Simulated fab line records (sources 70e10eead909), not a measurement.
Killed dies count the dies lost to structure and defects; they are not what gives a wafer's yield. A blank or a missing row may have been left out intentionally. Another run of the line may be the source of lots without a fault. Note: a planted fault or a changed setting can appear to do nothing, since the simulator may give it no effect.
Which tool did it? || flow nand harc || 10 lots with 30 wafers sampled at 5 steps, on a route of 1302 steps

== WHAT THE GAUGES READ, wafer by wafer ==
NHARC_A_SGD_CUT_INSPECT_25.
{"lot": "L075", "measured": "day 19 22:23", "on": "defect inspect-01", "raw defect count": "432 389 391"}
{"lot": "L078", "measured": "day 21 05:24", "on": "defect inspect-02", "raw defect count": "568 436 433"}
{"lot": "L079", "measured": "day 21 05:27", "on": "defect inspect-01", "raw defect count": "364 340 234"}
{"lot": "L083", "measured": "day 23 15:49", "on": "defect inspect-02", "raw defect count": "391 385 382"}
{"lot": "L085", "measured": "day 24 04:42", "on": "defect inspect-02", "raw defect count": "398 331 393"}
{"lot": "L088", "measured": "day 24 23:57", "on": "defect inspect-01", "raw defect count": "349 356 437"}
{"lot": "L091", "measured": "day 25 20:09", "on": "defect inspect-01", "raw defect count": "331 320 359"}
{"lot": "L090", "measured": "day 26 04:13", "on": "defect inspect-01", "raw defect count": "422 603 408"}
{"lot": "L093", "measured": "day 27 00:58", "on": "defect inspect-01", "raw defect count": "262 309 334"}
{"lot": "L095", "measured": "day 28 01:05", "on": "defect inspect-01", "raw defect count": "324 248 482"}

== WHICH TOOL RAN EACH LOT (tool, then ch and the chambers of the sampled wafers, then the start) ==
{"lot": "L075", "NHARC_A_STAIRCASE_DESCUM_291": "rie diel-02 ch 0,2,3, day 17 06:46", "NHARC_A_STAIRCASE_ETCH_294": "rie diel-02 ch 2,3, day 19 14:14 or earlier", "NHARC_A_STAIRCASE_STRIP_316": "rie diel-12 ch 1,2, day 19 14:14 or earlier", "NHARC_A_SGD_CUT_ETCH_58": "rie diel-10 ch 1,2,3, day 19 14:14"}
{"lot": "L078", "NHARC_A_STAIRCASE_DESCUM_291": "rie diel-02 ch 0,1, day 18 05:10", "NHARC_A_STAIRCASE_ETCH_294": "rie diel-02 ch 0,1, day 20 17:53 or earlier", "NHARC_A_STAIRCASE_STRIP_316": "rie diel-09 ch 0,1,2, day 20 17:53 or earlier", "NHARC_A_SGD_CUT_ETCH_58": "rie diel-06 ch 0,3, day 20 17:53"}
{"lot": "L079", "NHARC_A_STAIRCASE_DESCUM_291": "rie diel-09 ch 0,1,2, day 18 10:35", "NHARC_A_STAIRCASE_ETCH_294": "rie diel-09 ch 0,2,3, day 20 17:48 or earlier", "NHARC_A_STAIRCASE_STRIP_316": "rie diel-12 ch 0,1, day 20 17:48 or earlier", "NHARC_A_SGD_CUT_ETCH_58": "rie diel-10 ch 1,2,3, day 20 17:48"}
{"lot": "L083", "NHARC_A_STAIRCASE_DESCUM_291": "rie diel-12 ch 2,3, day 20 20:04", "NHARC_A_STAIRCASE_ETCH_294": "rie diel-12 ch 0,1,3, day 23 09:26 or earlier", "NHARC_A_STAIRCASE_STRIP_316": "rie diel-02 ch 0,2,3, day 23 09:26 or earlier", "NHARC_A_SGD_CUT_ETCH_58": "rie diel-07 ch 0,2,3, day 23 09:26"}
{"lot": "L085", "NHARC_A_STAIRCASE_DESCUM_291": "rie diel-02 ch 1,2,3, day 21 05:11", "NHARC_A_STAIRCASE_ETCH_294": "rie diel-02 ch 0,1,2, day 23 19:12 or earlier", "NHARC_A_STAIRCASE_STRIP_316": "rie diel-02 ch 1,2,3, day 23 19:12 or earlier", "NHARC_A_SGD_CUT_ETCH_58": "rie diel-07 ch 0,3, day 23 19:12"}
{"lot": "L088", "NHARC_A_STAIRCASE_DESCUM_291": "rie diel-12 ch 1,2,3, day 22 10:39", "NHARC_A_STAIRCASE_ETCH_294": "rie diel-12 ch 1,2,3, day 24 17:23 or earlier", "NHARC_A_STAIRCASE_STRIP_316": "rie diel-02 ch 0,1,3, day 24 17:23 or earlier", "NHARC_A_SGD_CUT_ETCH_58": "rie diel-07 ch 1,2,3, day 24 17:23"}
{"lot": "L091", "NHARC_A_STAIRCASE_DESCUM_291": "rie diel-12 ch 1,3, day 23 00:49", "NHARC_A_STAIRCASE_ETCH_294": "rie diel-12 ch 0,1,3, day 25 12:28 or earlier", "NHARC_A_STAIRCASE_STRIP_316": "rie diel-02 ch 0,2, day 25 12:28 or earlier", "NHARC_A_SGD_CUT_ETCH_58": "rie diel-10 ch 0,1,3, day 25 12:28"}
{"lot": "L090", "NHARC_A_STAIRCASE_DESCUM_291": "rie diel-12 ch 1,2,3, day 23 12:39", "NHARC_A_STAIRCASE_ETCH_294": "rie diel-12 ch 2,3, day 25 21:41 or earlier", "NHARC_A_STAIRCASE_STRIP_316": "rie diel-02 ch 0,1,3, day 25 21:41 or earlier", "NHARC_A_SGD_CUT_ETCH_58": "rie diel-06 ch 0,1,3, day 25 21:41"}
{"lot": "L093", "NHARC_A_STAIRCASE_DESCUM_291": "rie diel-02 ch 0,1, day 24 07:35", "NHARC_A_STAIRCASE_ETCH_294": "rie diel-02 ch 2,3, day 24 17:49 or earlier", "NHARC_A_STAIRCASE_STRIP_316": "rie diel-02 ch 1,3, day 24 17:49", "NHARC_A_SGD_CUT_ETCH_58": "rie diel-10 ch 1,3, day 26 18:36"}
{"lot": "L095", "NHARC_A_STAIRCASE_DESCUM_291": "rie diel-12 ch 0,2, day 25 10:11", "NHARC_A_STAIRCASE_ETCH_294": "rie diel-12 ch 0,2,3, day 27 15:08 or earlier", "NHARC_A_STAIRCASE_STRIP_316": "rie diel-09 ch 0,2,3, day 27 15:08 or earlier", "NHARC_A_SGD_CUT_ETCH_58": "rie diel-10 ch 0,2, day 27 15:08"}
- NHARC_A_STAIRCASE_DESCUM_291: chemistry O2, time 3 s.
- NHARC_A_STAIRCASE_ETCH_294: etches the open film in C4F8/O2/Ar, target depth 4989 nm, time 1211.6 s.
- NHARC_A_STAIRCASE_STRIP_316: strips in O2.
- NHARC_A_SGD_CUT_ETCH_58: etches the open film in CF4, target depth 39 nm, time 65 s.

== THE ANSWER, worked out from the rows above alone ==
Rule: the lots themselves supply what counts as usual. The widest of any qualifying gaps counts: lots, ordered by their means at a reading, are off when they make up no more than a third of the lots, leave a main group of 4 or more, and stand apart from it by 3 or more times the standard deviation of that group's means. The tables above print the reading to a certain number of digits; a main group whose means all agree to those digits is not used. A lot without any number at a reading at which 4 lots or more have one is off too. Where the step has rows for the other lots, those lots are counted as sound.
No lot is off on any of the readings shown, so nothing can be concluded from this.

== WHAT HAD BEEN PUT IN BY THE SIMULATOR ==
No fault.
